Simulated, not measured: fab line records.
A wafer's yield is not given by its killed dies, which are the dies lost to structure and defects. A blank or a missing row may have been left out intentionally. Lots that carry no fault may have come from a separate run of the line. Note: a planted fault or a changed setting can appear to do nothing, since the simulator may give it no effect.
Matching of chambers / flow nandHarc / NHARC_A_STAIRCASE_DESCUM_252 on rieDiel-13 has 4 sister chambers
The step chemistry O2, time 3 s. 24 wafers are shown with their chamber, then 12 later ones without.

WAFERS WITH THEIR CHAMBER
wafer=L074.2; chamber=0; drypumpMotorCurrentA (A)=5.3; showerheadPlenumPTorr (Torr)=1.98; oesProductAu (a.u.)=1.010
wafer=L074.4; chamber=2; drypumpMotorCurrentA (A)=5.5; showerheadPlenumPTorr (Torr)=1.79; oesProductAu (a.u.)=0.998
wafer=L074.6; chamber=0; drypumpMotorCurrentA (A)=5.4; showerheadPlenumPTorr (Torr)=1.98; oesProductAu (a.u.)=1.003
wafer=L078.1; chamber=3; drypumpMotorCurrentA (A)=5.8; showerheadPlenumPTorr (Torr)=1.77; oesProductAu (a.u.)=1.010
wafer=L078.2; chamber=1; drypumpMotorCurrentA (A)=5.4; showerheadPlenumPTorr (Torr)=1.94; oesProductAu (a.u.)=1.001
wafer=L078.3; chamber=2; drypumpMotorCurrentA (A)=5.5; showerheadPlenumPTorr (Torr)=1.78; oesProductAu (a.u.)=1.009
wafer=L078.4; chamber=0; drypumpMotorCurrentA (A)=5.3; showerheadPlenumPTorr (Torr)=1.98; oesProductAu (a.u.)=0.991
wafer=L078.5; chamber=3; drypumpMotorCurrentA (A)=5.8; showerheadPlenumPTorr (Torr)=1.77; oesProductAu (a.u.)=1.017
wafer=L078.6; chamber=2; drypumpMotorCurrentA (A)=5.5; showerheadPlenumPTorr (Torr)=1.79; oesProductAu (a.u.)=1.001
wafer=L079.3; chamber=1; drypumpMotorCurrentA (A)=5.4; showerheadPlenumPTorr (Torr)=1.94; oesProductAu (a.u.)=1.003
wafer=L079.4; chamber=3; drypumpMotorCurrentA (A)=5.8; showerheadPlenumPTorr (Torr)=1.77; oesProductAu (a.u.)=1.015
wafer=L079.5; chamber=1; drypumpMotorCurrentA (A)=5.4; showerheadPlenumPTorr (Torr)=1.94; oesProductAu (a.u.)=1.006
wafer=L085.2; chamber=2; drypumpMotorCurrentA (A)=5.5; showerheadPlenumPTorr (Torr)=1.78; oesProductAu (a.u.)=1.003
wafer=L085.3; chamber=0; drypumpMotorCurrentA (A)=5.3; showerheadPlenumPTorr (Torr)=1.98; oesProductAu (a.u.)=1.007
wafer=L085.4; chamber=3; drypumpMotorCurrentA (A)=5.8; showerheadPlenumPTorr (Torr)=2.07; oesProductAu (a.u.)=1.007
wafer=L084.1; chamber=2; drypumpMotorCurrentA (A)=5.5; showerheadPlenumPTorr (Torr)=1.78; oesProductAu (a.u.)=0.998
wafer=L084.2; chamber=0; drypumpMotorCurrentA (A)=5.3; showerheadPlenumPTorr (Torr)=1.98; oesProductAu (a.u.)=0.993
wafer=L084.6; chamber=1; drypumpMotorCurrentA (A)=5.4; showerheadPlenumPTorr (Torr)=1.94; oesProductAu (a.u.)=0.995
wafer=L084.3; chamber=1; drypumpMotorCurrentA (A)=5.4; showerheadPlenumPTorr (Torr)=1.94; oesProductAu (a.u.)=0.997
wafer=L084.4; chamber=3; drypumpMotorCurrentA (A)=5.8; showerheadPlenumPTorr (Torr)=2.07; oesProductAu (a.u.)=1.007
wafer=L084.5; chamber=0; drypumpMotorCurrentA (A)=5.3; showerheadPlenumPTorr (Torr)=1.97; oesProductAu (a.u.)=1.004
wafer=L092.2; chamber=3; drypumpMotorCurrentA (A)=5.8; showerheadPlenumPTorr (Torr)=2.07; oesProductAu (a.u.)=1.006
wafer=L092.3; chamber=0; drypumpMotorCurrentA (A)=5.3; showerheadPlenumPTorr (Torr)=1.97; oesProductAu (a.u.)=0.996
wafer=L092.6; chamber=0; drypumpMotorCurrentA (A)=5.3; showerheadPlenumPTorr (Torr)=1.97; oesProductAu (a.u.)=0.995

SIGNATURES (means of the wafers above)
reading=drypumpMotorCurrentA; chamber 0=5.312; chamber 1=5.400; chamber 2=5.500; chamber 3=5.800; scatter within a chamber=0.0209
reading=showerheadPlenumPTorr; chamber 0=1.9763; chamber 1=1.9400; chamber 2=1.7840; chamber 3=1.9200; scatter within a chamber=0.0823
reading=oesProductAu; chamber 0=0.99987; chamber 1=1.00040; chamber 2=1.00180; chamber 3=1.01033; scatter within a chamber=0.00554
Rule: a wafer's distance from a chamber is the root of the sum, over the readings, of the square of ((its reading less the chamber's mean) divided by the reading's scatter). If the next closest chamber is less than 2 further off than the closest, the wafer can't be placed; otherwise it belongs to the closest. The scatter: take each reading less its chamber's mean, square it, sum over the shown wafers, divide by the number of wafers less the number of chambers, and take the root.

WAFERS WITH NO CHAMBER GIVEN
wafer=L091.2; drypumpMotorCurrentA (A)=5.5; showerheadPlenumPTorr (Torr)=1.78; oesProductAu (a.u.)=0.998
wafer=L091.3; drypumpMotorCurrentA (A)=5.8; showerheadPlenumPTorr (Torr)=2.07; oesProductAu (a.u.)=0.995
wafer=L091.6; drypumpMotorCurrentA (A)=5.8; showerheadPlenumPTorr (Torr)=2.07; oesProductAu (a.u.)=1.006
wafer=L091.1; drypumpMotorCurrentA (A)=5.4; showerheadPlenumPTorr (Torr)=1.93; oesProductAu (a.u.)=0.992
wafer=L091.4; drypumpMotorCurrentA (A)=5.3; showerheadPlenumPTorr (Torr)=1.97; oesProductAu (a.u.)=1.005
wafer=L091.5; drypumpMotorCurrentA (A)=5.3; showerheadPlenumPTorr (Torr)=1.97; oesProductAu (a.u.)=1.000
wafer=L094.3; drypumpMotorCurrentA (A)=5.4; showerheadPlenumPTorr (Torr)=1.93; oesProductAu (a.u.)=1.001
wafer=L094.4; drypumpMotorCurrentA (A)=5.3; showerheadPlenumPTorr (Torr)=1.97; oesProductAu (a.u.)=0.993
wafer=L094.5; drypumpMotorCurrentA (A)=5.5; showerheadPlenumPTorr (Torr)=1.78; oesProductAu (a.u.)=0.990
wafer=L096.3; drypumpMotorCurrentA (A)=5.4; showerheadPlenumPTorr (Torr)=1.93; oesProductAu (a.u.)=1.006
wafer=L096.5; drypumpMotorCurrentA (A)=5.4; showerheadPlenumPTorr (Torr)=1.93; oesProductAu (a.u.)=1.002
wafer=L096.6; drypumpMotorCurrentA (A)=5.3; showerheadPlenumPTorr (Torr)=1.97; oesProductAu (a.u.)=0.990

EACH ONE'S CHAMBER
wafer=L091.2; from the rows above=2; in truth=2
wafer=L091.3; from the rows above=3; in truth=3
wafer=L091.6; from the rows above=3; in truth=3
wafer=L091.1; from the rows above=1; in truth=1
wafer=L091.4; from the rows above=0; in truth=0
wafer=L091.5; from the rows above=0; in truth=0
wafer=L094.3; from the rows above=1; in truth=1
wafer=L094.4; from the rows above=0; in truth=0
wafer=L094.5; from the rows above=2; in truth=2
wafer=L096.3; from the rows above=1; in truth=1
wafer=L096.5; from the rows above=1; in truth=1
wafer=L096.6; from the rows above=0; in truth=0
Correctly placed: 12 of 12. Not placeable from these rows: 0. Wrongly placed: 0.
